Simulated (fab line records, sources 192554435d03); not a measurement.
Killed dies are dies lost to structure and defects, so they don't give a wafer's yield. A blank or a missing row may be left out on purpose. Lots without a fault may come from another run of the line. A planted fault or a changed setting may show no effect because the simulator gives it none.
fab line records | flow n5_finfet | part 1 of 2: steps 1 to 22 of 31
record lots=5 wafers=15 last_day=16
route steps=1938 shown BEOL_M5@1113
lots that met no fault: from a run of the same line without faults
start_h: hours from the record's first day to the start of the lot's first wafer shown | wait_h: hours since the lot's step before | " the same as in the row above | L1.1+2: a row that stands for several wafers | - no value, or no start given | * or withheld: withheld | < > ~ a bound
route shown NAME@n: a module of which the file shows steps, and the number in the route of the first | usual: mean/standard deviation of fault-free wafers | same: alike in all rows | chamber/n: place in a boat | sites: the reading at each site | _std_site: their standard deviation | _edge_site: outer sites' mean less inner sites' | radius_mm: how far each site lies from the wafer's centre | mask NAME#n: copy n | behind: the tool/chamber that last shaped the wafer | hold: why the lot was held/for how many hours/how that ended | device: the transistor (n, p or np) that didn't switch | end of line: the same wafers' tests at the end of the route | a step without rows: its recipe alone | killed: dies lost to structure and defects at the first sort, not the wafer's yield | map: a wafer's dies, x killed, . not, _ none there
set.NAME: the setting as run; set.NAME@STEP: as run at that earlier step | model.NAME: the simulator's own value behind a step, which no gauge read
lots at some steps of the route; a table a step, a row a wafer
services: from which hour (start_h, from the record's first day; less than 0 if before it) a tool's chamber was out of use, for how many hours, and why
## steps
# step N5_BEOL_M5_CURE_79
# recipe temp_c=385 time_s=240 ambient=He/Ar material=SiCOH_lowk
# usual lamp_power_pct=52.31/0.05 wafer_temp_C_max=386.8/0.51
# columns lot.wafer tool chamber start_h wait_h lamp_power_pct wafer_temp_C_max
L075.1 uv_cure-03 2 182.17 0.0 52.24 387.7
L075.3 " 2 " " 52.26 386.4
L075.5 " 2 " " 52.38 387.4
L076.1 uv_cure-03 0 191.39 0.0 52.35 387.0
L076.2 " 0 " " 52.34 387.0
L076.5 " 0 " " 52.33 387.1
L085.1 uv_cure-01 2 243.31 0.0 52.35 386.5
L085.2 " 2 " " 52.24 386.6
L085.4 " 2 " " 52.22 386.4
L087.3 uv_cure-01 2 255.74 0.2 52.37 385.9
L087.4 " 2 " " 52.31 386.4
L087.6 " 2 " " 52.21 386.0
L088.2 uv_cure-03 1 256.02 0.1 52.38 387.0
L088.3 " 1 " " 52.33 386.9
L088.4 " 1 " " 52.38 387.2
# step N5_BEOL_M5_THK_MEAS_01
# recipe reads=SiCOH_lowk_of_BEOL_M5_ILD_DEP_00
# usual M5_ILD_THK=120.8/1.6
# columns lot.wafer tool chamber start_h wait_h M5_ILD_THK[nm]
L075.1 film_metro-01 - 182.69 0.4 120.9
L075.3 " - " " 121.6
L075.5 " - " " 122.8
L076.1 film_metro-02 - 191.90 0.4 120.4
L076.2 " - " " 118.5
L076.5 " - " " 121.8
L085.1 film_metro-02 - 243.82 0.4 121.2
L085.2 " - " " 119.3
L085.4 " - " " 121.4
L087.3 film_metro-02 - 256.09 0.3 117.4
L087.4 " - " " 122.2
L087.6 " - " " 119.9
L088.2 film_metro-02 - 256.45 0.4 120.1
L088.3 " - " " 120.5
L088.4 " - " " 121.7
# step N5_BEOL_M5_PECVD_70
# recipe material=SiO2 target_thk_a=160 temp_c=400 precursor=TEOS/O2 pressure_torr=5.5 rf_w=450 teos_flow_sccm=53.8 gas=O2 flow_sccm=3000 time_s=18
# usual heater_power_w=761/140 showerhead_plenum_p_Torr=8.76/0.035 throttle_valve_pct=22.3/0.94
# columns lot.wafer tool chamber start_h wait_h heater_power_w showerhead_plenum_p_Torr throttle_valve_pct
L075.1 pecvd-04 0 182.72 0.0 672 8.75 22.3
L075.3 " 2 " " 783 8.78 23.0
L075.5 " 2 " " 790 8.78 22.8
L076.1 pecvd-04 1 191.94 0.0 597 8.75 22.0
L076.2 " 2 " " 802 8.76 22.7
L076.5 " 0 " " 728 8.73 22.3
L085.1 pecvd-01 1 243.86 0.0 872 8.72 23.2
L085.2 " 0 " " 873 8.81 23.0
L085.4 " 0 " " 933 8.80 23.3
L087.3 pecvd-02 1 256.13 0.0 644 8.78 23.7
L087.4 " 2 " " 680 8.79 20.5
L087.6 " 1 " " 634 8.76 23.5
L088.2 pecvd-04 2 256.49 0.0 763 8.75 20.9
L088.3 " 0 " " 711 8.75 22.5
L088.4 " 2 " " 772 8.74 20.9
# step N5_BEOL_M5_HM_DEP_02
# recipe material=TiN target_thk_a=200 temp_c=25 chamber_pressure_pa=0.49996
# usual throttle_valve_pct=29.9/1.1
# columns lot.wafer tool chamber start_h wait_h throttle_valve_pct
L075.1 pvd_sputter-01 - 185.37 2.6 29.2
L075.3 " - " " 32.3
L075.5 " - " " 29.1
L076.1 pvd_sputter-02 - 193.23 1.3 29.3
L076.2 " - " " 29.3
L076.5 " - " " 29.5
L085.1 pvd_sputter-03 - 244.26 0.4 30.4
L085.2 " - " " 29.3
L085.4 " - " " 28.8
L087.3 pvd_sputter-02 - 257.84 1.7 29.3
L087.4 " - " " 29.0
L087.6 " - " " 29.0
L088.2 pvd_sputter-03 - 257.87 1.4 30.7
L088.3 " - " " 29.4
L088.4 " - " " 29.0
# step N5_BEOL_M5_COAT_59
# recipe resist=SOC temp_c=250 time_s=60 spin_rpm=1500 resist_thk_nm=60
# usual dispense_pressure_kPa=47.1/1.8
# columns lot.wafer tool chamber start_h wait_h dispense_pressure_kPa
L075.1 litho_track-04 0 185.50 0.1 46.1
L075.3 " 0 " " 46.1
L075.5 " 0 " " 46.1
L076.1 litho_track-02 0 193.35 0.1 49.4
L076.2 " 0 " " 49.5
L076.5 " 0 " " 49.4
L085.1 litho_track-04 0 244.39 0.1 46.1
L085.2 " 0 " " 46.1
L085.4 " 0 " " 46.2
L087.3 litho_track-01 0 257.98 0.1 45.2
L087.4 " 0 " " 45.3
L087.6 " 0 " " 45.2
L088.2 litho_track-02 0 258.00 0.1 49.5
L088.3 " 0 " " 49.5
L088.4 " 0 " " 49.5
# step N5_BEOL_M5_COAT_60
# recipe resist=SiARC temp_c=220 time_s=60 spin_rpm=1500 resist_thk_nm=12
# usual dispense_pressure_kPa=47.1/1.9
# columns lot.wafer tool chamber start_h wait_h dispense_pressure_kPa
L075.1 litho_track-04 0 - - 46.0
L075.3 " 0 " " 46.1
L075.5 " 0 " " 46.1
L076.1 litho_track-02 0 - - 49.5
L076.2 " 0 " " 49.6
L076.5 " 0 " " 49.5
L085.1 litho_track-04 0 - - 46.1
L085.2 " 0 " " 46.1
L085.4 " 0 " " 46.1
L087.3 litho_track-01 0 - - 45.3
L087.4 " 0 " " 45.3
L087.6 " 0 " " 45.3
L088.2 litho_track-02 0 - - 49.5
L088.3 " 0 " " 49.6
L088.4 " 0 " " 49.6
# step N5_BEOL_M5_COAT_71
# recipe resist=underlayer temp_c=205 time_s=60 spin_rpm=1500 resist_thk_nm=5
# usual dispense_pressure_kPa=47.1/1.8
# columns lot.wafer tool chamber start_h wait_h dispense_pressure_kPa
L075.1 litho_track-04 0 - - 46.1
L075.3 " 0 " " 46.1
L075.5 " 0 " " 46.1
L076.1 litho_track-02 0 - - 49.4
L076.2 " 0 " " 49.4
L076.5 " 0 " " 49.4
L085.1 litho_track-04 0 - - 46.1
L085.2 " 0 " " 46.1
L085.4 " 0 " " 46.1
L087.3 litho_track-01 0 - - 45.3
L087.4 " 0 " " 45.3
L087.6 " 0 " " 45.3
L088.2 litho_track-02 0 - - 49.5
L088.3 " 0 " " 49.4
L088.4 " 0 " " 49.5
# step N5_BEOL_M5_COAT_05
# recipe resist=CAR-EUV spin_rpm=1500 resist_thk_nm=30
# usual dispense_pressure_kPa=47.1/1.8
# columns lot.wafer tool chamber start_h wait_h dispense_pressure_kPa
L075.1 litho_track-04 0 - - 46.2
L075.3 " 0 " " 46.2
L075.5 " 0 " " 46.2
L076.1 litho_track-02 0 - - 49.4
L076.2 " 0 " " 49.4
L076.5 " 0 " " 49.5
L085.1 litho_track-04 0 - - 46.1
L085.2 " 0 " " 46.1
L085.4 " 0 " " 46.1
L087.3 litho_track-01 0 - - 45.3
L087.4 " 0 " " 45.3
L087.6 " 0 " " 45.3
L088.2 litho_track-02 0 - - 49.5
L088.3 " 0 " " 49.5
L088.4 " 0 " " 49.6
# step N5_BEOL_M5_EBR_07
# recipe solvent=PGMEA ebr_width_mm=1.5
# same ebr_width_mm=1.5
# columns lot.wafer tool chamber start_h wait_h
L075.1+3+5 litho_track-04 0 - -
L076.1+2+5 litho_track-02 0 - -
L085.1+2+4 litho_track-04 0 - -
L087.3+4+6 litho_track-01 0 - -
L088.2+3+4 litho_track-02 0 - -
# step N5_BEOL_M5_SOFTBAKE_06
# recipe temp_c=110 time_s=60 resist=CAR-EUV
# columns lot.wafer tool chamber start_h wait_h
L075.1+3+5 litho_track-04 0 - -
L076.1+2+5 litho_track-02 0 - -
L085.1+2+4 litho_track-04 0 - -
L087.3+4+6 litho_track-01 0 - -
L088.2+3+4 litho_track-02 0 - -
# step N5_BEOL_M5_EXPOSE_08
# recipe mask_id=M5 na=0.33 source_shape=annular sigma_inner=0.4 sigma_outer=0.8 polarization=unpolarized target_cd_nm=28 dose_mj=35.75
# same sigma_inner=0.4
# columns lot.wafer tool chamber start_h wait_h mask
L075.1+3+5 euv_scanner-01 0 185.64 - M5#0
L076.1+2+5 euv_scanner-02 0 193.62 - M5#0
L085.1+2+4 euv_scanner-01 0 244.52 - M5#0
L087.3+4+6 euv_scanner-02 0 258.29 - M5#0
L088.2+3+4 euv_scanner-01 0 258.45 - M5#0
# step N5_BEOL_M5_PEB_09
# recipe peb_temp_c=100 peb_time_s=60 resist=CAR-EUV
# columns lot.wafer tool chamber start_h wait_h
L075.1+3+5 litho_track-02 0 185.70 0.1
L076.1+2+5 litho_track-02 0 193.68 0.1
L085.1+2+4 litho_track-01 0 244.58 0.1
L087.3+4+6 litho_track-01 0 258.34 0.0
L088.2+3+4 litho_track-01 0 258.50 0.0
# step N5_BEOL_M5_DEVELOP_10
# recipe develop_time_s=30 developer=TMAH resist=CAR-EUV rinse_liquid=surfactant_rinse dry=air_spin dev_temp_c=23
# usual developer_temp_C=22.99/0.12
# columns lot.wafer tool chamber start_h wait_h developer_temp_C
L075.1 litho_track-02 0 - - 23.08
L075.3 " 0 " " 22.83
L075.5 " 0 " " 23.01
L076.1 litho_track-02 0 - - 22.82
L076.2 " 0 " " 22.80
L076.5 " 0 " " 22.92
L085.1 litho_track-01 0 - - 23.17
L085.2 " 0 " " 23.10
L085.4 " 0 " " 23.18
L087.3 litho_track-01 0 - - 23.03
L087.4 " 0 " " 23.08
L087.6 " 0 " " 23.06
L088.2 litho_track-01 0 - - 22.91
L088.3 " 0 " " 22.98
L088.4 " 0 " " 22.82
# step N5_BEOL_M5_CD_MEAS_11
# recipe target_cd_nm=27.74 landing_energy_ev=500 detector=se_inlens
# usual cd_nm=27.78/0.26
# columns lot.wafer tool chamber start_h wait_h cd_nm
L075.1 cd_sem-02 0 185.76 - 27.98
L075.3 " 0 " " 27.83
L075.5 " 0 " " 28.12
L076.1 cd_sem-03 0 193.74 - 28.18
L076.2 " 0 " " 28.11
L076.5 " 0 " " 27.76
L085.1 cd_sem-01 0 244.65 - 28.06
L085.2 " 0 " " 27.61
L085.4 " 0 " " 27.90
L087.3 cd_sem-03 0 258.41 - 27.58
L087.4 " 0 " " 27.63
L087.6 " 0 " " 28.17
L088.2 cd_sem-03 0 258.57 - 27.52
L088.3 " 0 " " 27.88
L088.4 " 0 " " 27.47
# step N5_BEOL_M5_OVL_MEAS_12
# recipe points_per_wafer=522
# usual M5_OVL=0.0/0.58
# columns lot.wafer tool chamber start_h wait_h M5_OVL[nm]
L075.1 overlay-02 0 185.79 0.0 1.4
L075.3 " 0 " " 1.1
L075.5 " 0 " " 1.0
L076.1 overlay-01 0 193.77 0.0 -0.6
L076.2 " 0 " " 0.2
L076.5 " 0 " " -0.3
L085.1 overlay-01 0 244.68 0.0 0.7
L085.2 " 0 " " 0.1
L085.4 " 0 " " -0.3
L087.3 overlay-01 0 258.45 0.0 -0.5
L087.4 " 0 " " 0.4
L087.6 " 0 " " -0.1
L088.2 overlay-01 0 258.60 0.0 -0.8
L088.3 " 0 " " -0.1
L088.4 " 0 " " -0.2
# step N5_BEOL_M5_INSPECT_13
# recipe mode=adi inspect_instrument=brightfield
# usual raw_defect_count=401/100
# columns lot.wafer tool chamber start_h wait_h raw_defect_count
L075.1 defect_inspect-01 - 185.86 0.1 540
L075.3 " - " " 444
L075.5 " - " " 635
L076.1 defect_inspect-01 - 193.83 0.1 407
L076.2 " - " " 338
L076.5 " - " " 367
L085.1 defect_inspect-01 - 244.74 0.1 684
L085.2 " - " " 500
L085.4 " - " " 495
L087.3 defect_inspect-01 - 258.49 0.0 399
L087.4 " - " " 515
L087.6 " - " " 437
L088.2 defect_inspect-01 - 258.66 0.0 339
L088.3 " - " " 342
L088.4 " - " " 351
# step N5_BEOL_M5_DESCUM_16
# recipe chemistry=O2 time_s=7 source_power_w=50 bias_power_w=20 pressure_mtorr=20 rf_frequency_hz=2.712e+07 temp_c=40 resist=CAR-EUV o2_flow_sccm=225
# usual drypump_motor_current_A=5.6/0.45 oes_product_au=0.80/0.087 rf_vpp_V=243.3/1.5 showerhead_plenum_p_Torr=2.09/0.086 throttle_valve_pct=20.40/0.3
# columns lot.wafer tool chamber start_h wait_h drypump_motor_current_A oes_product_au rf_hours_counter_h rf_vpp_V showerhead_plenum_p_Torr throttle_valve_pct
L075.1 rie_diel-05 1 186.29 0.4 5.5 0.75 168 241.7 2.01 20.26
L075.3 " 2 " " 5.8 0.75 141 243.3 2.12 20.72
L075.5 " 3 " " 5.4 0.84 - 244.0 2.13 20.66
L076.1 rie_diel-03 0 193.87 0.0 5.8 0.71 178 244.3 2.20 21.04
L076.2 " 3 " " 5.9 0.90 27 243.4 2.13 20.29
L076.5 " 1 " " 4.9 0.95 - 244.4 2.15 20.34
L085.1 rie_diel-04 3 244.89 0.2 5.4 0.84 53 244.7 2.23 19.96
L085.2 " 0 " " 6.3 0.83 64 242.0 2.02 20.51
L085.4 " 2 " " 5.0 0.72 - 241.3 1.98 20.38
L087.3 rie_diel-05 1 258.61 0.1 5.5 0.73 186 242.7 2.01 20.31
L087.4 " 0 " " 6.0 0.89 50 242.3 2.05 20.07
L087.6 " 1 " " 5.5 0.74 - 240.7 2.01 20.30
L088.2 rie_diel-03 1 258.72 0.1 4.9 0.91 29 245.6 2.14 20.38
L088.3 " 3 " " 5.9 0.87 48 243.3 2.12 20.31
L088.4 " 2 " " 6.0 0.69 242 241.8 1.98 20.46
# step N5_BEOL_M5_ETCH_72
# recipe chemistry=N2/H2 target=underlayer target_depth_a=65 mask_material=CAR-EUV time_s=5.2 ion_energy_ev=200 pressure_mtorr=30 source_w=840 bias_w=150 n2_flow_sccm=200 h2_flow_sccm=200 ends=cleared
# usual bias_w=149.9/0.43 drypump_motor_current_A=5.6/0.45 etch_rf_on_time_s=5.17/0.13 oes_product_au=0.68/0.074 rf_vpp_V=524/3.1 showerhead_plenum_p_Torr=2.54/0.098 throttle_valve_pct=17.82/0.3
# columns lot.wafer tool chamber start_h wait_h bias_w drypump_motor_current_A etch_rf_on_time_s oes_product_au rf_hours_counter_h rf_vpp_V showerhead_plenum_p_Torr throttle_valve_pct
L075.1 rie_diel-05 1 186.32 0.0 150.4 5.5 5.16 0.63 168 519 2.42 17.52
L075.3 " 2 " " 150.1 5.8 5.15 0.62 141 524 2.54 18.09
L075.5 " 3 " " 150.1 5.4 5.06 0.71 - 528 2.55 17.85
L076.1 rie_diel-03 0 193.90 0.0 150.0 5.8 5.34 0.61 178 528 2.65 18.31
L076.2 " 3 " " 150.6 5.9 5.03 0.78 27 528 2.56 17.46
L076.5 " 1 " " 150.3 4.9 5.04 0.81 - 527 2.63 17.95
L085.1 rie_diel-04 3 244.93 0.0 149.9 5.4 5.26 0.70 53 529 2.70 17.44
L085.2 " 0 " " 149.6 6.3 5.04 0.72 64 523 2.48 18.13
L085.4 " 2 " " 150.0 5.0 5.17 0.62 - 521 2.43 17.97
L087.3 rie_diel-05 1 258.64 0.0 149.5 5.5 5.18 0.63 186 521 2.41 17.52
L087.4 " 0 " " 149.6 6.1 5.23 0.76 50 522 2.49 17.54
L087.6 " 1 " " 149.6 5.5 5.16 0.63 - 521 2.41 17.55
L088.2 rie_diel-03 1 258.76 0.0 150.3 4.9 5.02 0.76 29 523 2.62 17.99
L088.3 " 3 " " 150.4 5.9 5.05 0.75 48 525 2.55 17.53
L088.4 " 2 " " 150.2 6.0 5.36 0.59 242 520 2.40 17.91
# step N5_BEOL_M5_ETCH_61
# recipe chemistry=CF4 target=SiARC target_depth_a=156 mask_material=CAR-EUV time_s=26 ion_energy_ev=80 pressure_mtorr=40 source_w=545 bias_w=36 Ar_flow_sccm=100 cf4_flow_sccm=100 ends=cleared
# usual bias_w=35.99/0.11 drypump_motor_current_A=5.6/0.45 etch_rf_on_time_s=25.9/0.61 oes_product_au=0.69/0.074 rf_vpp_V=184.0/1.2 showerhead_plenum_p_Torr=2.14/0.082 throttle_valve_pct=15.55/0.25
# columns lot.wafer tool chamber start_h wait_h bias_w drypump_motor_current_A etch_rf_on_time_s oes_product_au rf_hours_counter_h rf_vpp_V showerhead_plenum_p_Torr throttle_valve_pct
L075.1 rie_diel-05 1 186.34 0.0 35.92 5.5 25.6 0.63 168 181.9 2.04 15.38
L075.3 " 2 " " 36.11 5.8 25.8 0.64 141 183.9 2.14 15.72
L075.5 " 3 " " 36.00 5.4 25.0 0.70 - 183.7 2.15 15.61
L076.1 rie_diel-03 0 193.92 0.0 36.00 5.8 26.9 0.61 178 185.3 2.22 16.02
L076.2 " 3 " " 36.10 5.9 25.6 0.77 27 184.7 2.19 15.46
L076.5 " 1 " " 36.10 4.9 25.3 0.82 - 184.8 2.19 15.41
L085.1 rie_diel-04 3 244.95 0.0 35.96 5.4 26.3 0.71 53 183.5 2.27 15.16
L085.2 " 0 " " 36.04 6.3 24.9 0.73 65 182.9 2.07 15.68
L085.4 " 2 " " 36.00 5.0 25.9 0.63 - 182.5 2.04 15.62
L087.3 rie_diel-05 1 258.66 0.0 35.96 5.5 26.0 0.62 186 183.7 2.03 15.43
L087.4 " 0 " " 35.79 6.1 26.1 0.76 50 182.1 2.10 15.16
L087.6 " 1 " " 35.81 5.5 26.2 0.62 - 184.0 2.03 15.40
L088.2 rie_diel-03 1 258.78 0.0 35.85 4.9 25.1 0.78 29 184.5 2.19 15.45
L088.3 " 3 " " 36.09 5.9 25.6 0.74 48 184.2 2.18 15.50
L088.4 " 2 " " 36.24 6.0 27.2 0.58 242 182.1 2.03 15.69
# step N5_BEOL_M5_ETCH_62
# recipe chemistry=N2/H2 target=SOC target_depth_a=750 overetch_a=150 mask_material=SiARC temp_c=40 time_s=112.5 ion_energy_ev=200 pressure_mtorr=30 source_w=840 bias_w=150 n2_flow_sccm=200 h2_flow_sccm=200
# usual bias_w=150.0/0.42 drypump_motor_current_A=5.6/0.45 oes_product_au=0.63/0.064 rf_vpp_V=523.7/2.7 showerhead_plenum_p_Torr=2.54/0.098 throttle_valve_pct=17.77/0.3
# columns lot.wafer tool chamber start_h wait_h bias_w drypump_motor_current_A oes_product_au rf_hours_counter_h rf_vpp_V showerhead_plenum_p_Torr throttle_valve_pct
L075.1 rie_diel-05 1 186.37 0.0 149.8 5.5 0.58 168 520.8 2.42 17.47
L075.3 " 2 " " 149.9 5.8 0.60 141 523.9 2.54 18.04
L075.5 " 3 " " 149.4 5.5 0.65 - 524.8 2.55 17.82
L076.1 rie_diel-03 0 193.95 0.0 149.6 5.8 0.57 178 528.3 2.65 18.24
L076.2 " 3 " " 150.1 6.0 0.70 27 525.1 2.56 17.46
L076.5 " 1 " " 150.4 4.9 0.75 - 526.4 2.63 17.90
L085.1 rie_diel-04 3 244.97 0.0 150.0 5.4 0.66 53 527.3 2.70 17.39
L085.2 " 0 " " 150.1 6.3 0.65 65 522.9 2.48 18.10
L085.4 " 2 " " 149.8 5.0 0.58 - 521.5 2.43 17.93
L087.3 rie_diel-05 1 258.69 0.0 150.0 5.5 0.58 186 519.3 2.41 17.50
L087.4 " 0 " " 150.6 6.1 0.70 50 521.0 2.49 17.48
L087.6 " 1 " " 150.1 5.5 0.57 - 519.0 2.41 17.51
L088.2 rie_diel-03 1 258.80 0.0 149.6 4.9 0.70 29 524.8 2.62 17.93
L088.3 " 3 " " 149.7 5.9 0.68 48 523.2 2.55 17.46
L088.4 " 2 " " 150.1 6.0 0.54 242 520.2 2.40 17.90
# step N5_BEOL_M5_STRIP_63
# recipe chemistry=N2/H2 temp_c=40 n2_flow_sccm=200 h2_flow_sccm=200 rf_frequency_hz=6e+07
# columns lot.wafer tool chamber start_h wait_h
L075.1+3+5 rie_diel-05 1,2,3 186.47 0.1
L076.1+2+5 rie_diel-03 0,3,1 194.05 0.1
L085.1+2+4 rie_diel-04 3,0,2 245.08 0.1
L087.3+4+6 rie_diel-05 1,0,1 258.79 0.1
L088.2+3+4 rie_diel-03 1,3,2 258.91 0.1
# step N5_BEOL_M5_STRIP_73
# recipe chemistry=N2/H2 temp_c=40 n2_flow_sccm=200 h2_flow_sccm=200 rf_frequency_hz=6e+07
# columns lot.wafer tool chamber start_h wait_h
L075.1+3+5 rie_diel-05 1,2,3 186.48 0.0
L076.1+2+5 rie_diel-03 0,3,1 194.06 0.0
L085.1+2+4 rie_diel-04 3,0,2 245.09 0.0
L087.3+4+6 rie_diel-05 1,0,1 258.80 0.0
L088.2+3+4 rie_diel-03 1,3,2 258.92 0.0
